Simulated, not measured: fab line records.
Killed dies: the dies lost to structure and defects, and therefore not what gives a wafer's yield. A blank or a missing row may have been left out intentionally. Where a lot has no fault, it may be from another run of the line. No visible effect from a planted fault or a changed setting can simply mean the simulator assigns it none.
Which tool was responsible? ; flow nandHarc ; 12 lots, 36 wafers sampled, at 6 steps of a route of 1302

## WHAT EACH GAUGE READ, for each wafer
NHARC_P_GATE_INSPECT_68.
lot;measured;on;rawDefectCount
L802;day 5 18:41;defectInspect-02;187 122 119
L803;day 6 05:34;defectInspect-02;171 164 126
L804;day 6 14:47;defectInspect-01;240 262 199
L805;day 7 06:48;defectInspect-01;96 99 91
L809;day 8 20:24;defectInspect-01;172 260 442
L810;day 9 04:30;defectInspect-01;138 154 194
L811;day 9 21:20;defectInspect-02;187 125 164
L814;day 10 17:10;defectInspect-01;418 263 196
L815;day 11 00:32;defectInspect-02;386 275 165
L817;day 12 01:31;defectInspect-02;587 656 695
L819;day 13 03:05;defectInspect-02;672 694 843
L823;day 14 19:50;defectInspect-01;178 151 158

NHARC_P_CONTACT_CD_MEAS_12: the cd target is 90 nm.
lot;measured;on;cdNm (nm)
L802;day 5 20:20;cdSem-01;88.9 90.2 91.7
L803;day 6 07:10;cdSem-03;90.1 90.4 90.4
L804;day 6 16:17;cdSem-01;90.3 91.0 90.6
L805;day 7 08:17;cdSem-01;91.5 90.4 90.7
L809;day 8 22:01;cdSem-03;91.6 90.2 90.6
L810;day 9 05:59;cdSem-01;91.3 91.3 91.0
L811;day 9 22:57;cdSem-01;89.7 90.4 90.6
L814;day 10 18:53;cdSem-01;91.0 89.9 91.2
L815;day 11 02:01;cdSem-01;91.0 91.6 90.3
L817;day 12 03:07;cdSem-03;91.7 91.4 90.4
L819;day 13 04:41;cdSem-01;91.2 91.2 90.6
L823;day 14 21:20;cdSem-01;89.3 90.2 89.2

NHARC_END_SORT_01.
lot;measured;on;killedAtArray;killedAtOther;killedAtPeriphery;killedDies;killedOpen;killedShort
L817;day 29 21:42;prober-02;24 59 46;0 1 1;55 82 59;79 142 106;4 6 5;2 2 4
L819;day 30 22:24;prober-02;51 38 48;7 2 4;60 91 55;118 131 107;2 6 5;2 4 2

## TOOL THAT RAN EACH LOT (tool first, then ch and the chambers of the sampled wafers, then the start)
lot;NHARC_P_GATE_ETCH_114;NHARC_P_GATE_STRIP_111;NHARC_P_GATE_STRIP_95
L802;rieDiel-01 ch 2,3, day 5 00:00;plasmaAsher-01 ch 0,1, day 5 12:59;plasmaAsher-01 ch 0,1, day 5 16:53
L803;rieDiel-13 ch 0,2,3, day 5 11:00;plasmaAsher-01 ch 0,1, day 5 23:43;plasmaAsher-02 ch 0,1, day 6 03:45
L804;rieDiel-07 ch 2,3, day 5 20:00;plasmaAsher-01 ch 0, day 6 08:50;plasmaAsher-02 ch 0,1, day 6 12:59
L805;rieDiel-07 ch 0,2,3, day 6 13:00;plasmaAsher-01 ch 0,1, day 7 01:00;plasmaAsher-01 ch 0, day 7 04:58
L809;rieDiel-01 ch 0,3, day 8 02:00;plasmaAsher-01 ch 0,1, day 8 14:31;plasmaAsher-02 ch 0,1, day 8 18:37
L810;rieDiel-13 ch 0,1,3, day 8 10:00;plasmaAsher-01 ch 0,1, day 8 22:34;plasmaAsher-01 ch 0,1, day 9 02:34
L811;rieDiel-07 ch 0,1,2, day 9 03:00;plasmaAsher-02 ch 0,1, day 9 15:28;plasmaAsher-02 ch 0,1, day 9 19:31
L814;rieDiel-01 ch 2,3, day 9 22:00;plasmaAsher-01 ch 0,1, day 10 11:09;plasmaAsher-01 ch 0,1, day 10 15:22
L815;rieDiel-01 ch 0,1,2, day 10 06:00;plasmaAsher-01 ch 0,1, day 10 18:47;plasmaAsher-01 ch 0,1, day 10 22:42
L817;rieDiel-01 ch 1,2,3, day 11 07:00;plasmaAsher-01 ch 0,1, day 11 19:31;plasmaAsher-01 ch 0,1, day 11 23:42
L819;rieDiel-01 ch 1,2,3, day 12 09:00;plasmaAsher-01 ch 0,1, day 12 21:19;plasmaAsher-01 ch 0,1, day 13 01:14
L823;rieDiel-07 ch 1,2, day 14 02:00;plasmaAsher-01 ch 0, day 14 13:58;plasmaAsher-02 ch 0,1, day 14 18:01
- NHARC_P_GATE_ETCH_114: etches the open film in CF4/O2, target depth 30 nm, overetch 3 nm, time 16.5 s.
- NHARC_P_GATE_STRIP_111: strips in N2/H2, time 250 s.
- NHARC_P_GATE_STRIP_95: strips in O2.

## WHAT THE TOOLS THEMSELVES READ (means of the sampled wafers that have a number; where no wafer has one, the mark that the record gives instead)
NHARC_P_GATE_ETCH_114.
lot;tool;drypumpMotorCurrentA (A);oes_ar_750_au (a.u.);oesProductAu (a.u.);rfFwdPowerW (W);rfVppV (V);showerheadPlenumPTorr (Torr);throttleValvePct (%)
L802;rieDiel-01;5.8;1.003;1.007;292.7;196.6;1.29;13.398
L803;rieDiel-13;6.1;1.002;1.011;294.4;198.4;1.34;13.397
L804;rieDiel-07;5.6;0.997;0.997;292.6;195.5;1.27;13.403
L805;rieDiel-07;5.9;1.000;0.996;293.7;196.3;1.29;13.404
L809;rieDiel-01;6.1;1.003;1.019;293.1;198.3;1.36;13.406
L810;rieDiel-13;5.6;0.995;1.007;293.8;198.1;1.35;13.396
L811;rieDiel-07;5.7;1.001;0.996;291.8;197.1;1.32;13.399
L814;rieDiel-01;5.9;0.998;1.003;292.0;197.4;1.29;13.399
L815;rieDiel-01;5.8;0.999;1.012;293.4;198.3;1.38;13.400
L817;rieDiel-01;5.7;1.000;1.020;292.5;197.0;1.33;13.392
L819;rieDiel-01;5.7;0.999;1.012;293.1;197.1;1.33;13.394
L823;rieDiel-07;5.2;1.005;0.995;292.7;198.1;1.35;13.402

NHARC_P_GATE_STRIP_111.
lot;tool;drypumpMotorCurrentA (A);heaterPowerW (W)
L802;plasmaAsher-01;5.5;85
L803;plasmaAsher-01;5.5;85
L804;plasmaAsher-01;6.5;75
L805;plasmaAsher-01;5.5;84
L809;plasmaAsher-01;6.0;81
L810;plasmaAsher-01;5.6;83
L811;plasmaAsher-02;5.9;89
L814;plasmaAsher-01;6.0;80
L815;plasmaAsher-01;6.0;81
L817;plasmaAsher-01;5.6;82
L819;plasmaAsher-01;6.0;82
L823;plasmaAsher-01;6.5;79

NHARC_P_GATE_STRIP_95.
lot;tool;drypumpMotorCurrentA (A);heaterPowerW (W)
L802;plasmaAsher-01;5.5;314
L803;plasmaAsher-02;5.9;333
L804;plasmaAsher-02;5.8;339
L805;plasmaAsher-01;6.5;284
L809;plasmaAsher-02;5.9;335
L810;plasmaAsher-01;5.5;310
L811;plasmaAsher-02;5.8;335
L814;plasmaAsher-01;6.0;306
L815;plasmaAsher-01;5.5;312
L817;plasmaAsher-01;5.6;311
L819;plasmaAsher-01;6.0;302
L823;plasmaAsher-02;5.9;336

## THE ANSWER, worked out from the rows above alone
Rule: the usual values come from the lots themselves. Put in order of their means at a reading, lots are off if they are a third of the lots or fewer, leave a main group of 4 or more, and stand apart from it by a gap of 3 or more times the standard deviation of the main group's means; of several such gaps the widest counts. A main group is skipped when, at the precision printed for the reading in the tables above, its means are all equal. Also off: a lot with no number at a reading for which 4 or more lots have one. Where the step has rows for the other lots, those lots are counted as sound. After the gauges, taken in route order, come the tools' own readings; for these a lot's mean is taken, as printed above. The first step at which some lot is off is used, and at that step the reading that is off furthest; a lot without a number counts as furthest.
Off: L817, L819 (NHARC_P_GATE_INSPECT_68, rawDefectCount). The main group: mean 197, standard deviation 67.
If a tool, at a process step before that reading, ran all the lots that are off and no sound lot after the first of them, it fits. The gauges at NHARC_P_GATE_INSPECT_68 are tried like those tools. Can't be told from this: 3 tools fit, rieDiel-01 at NHARC_P_GATE_ETCH_114, plasmaAsher-01 at NHARC_P_GATE_STRIP_95, defectInspect-02 at NHARC_P_GATE_INSPECT_68.

## WHAT THE SIMULATOR PUT IN
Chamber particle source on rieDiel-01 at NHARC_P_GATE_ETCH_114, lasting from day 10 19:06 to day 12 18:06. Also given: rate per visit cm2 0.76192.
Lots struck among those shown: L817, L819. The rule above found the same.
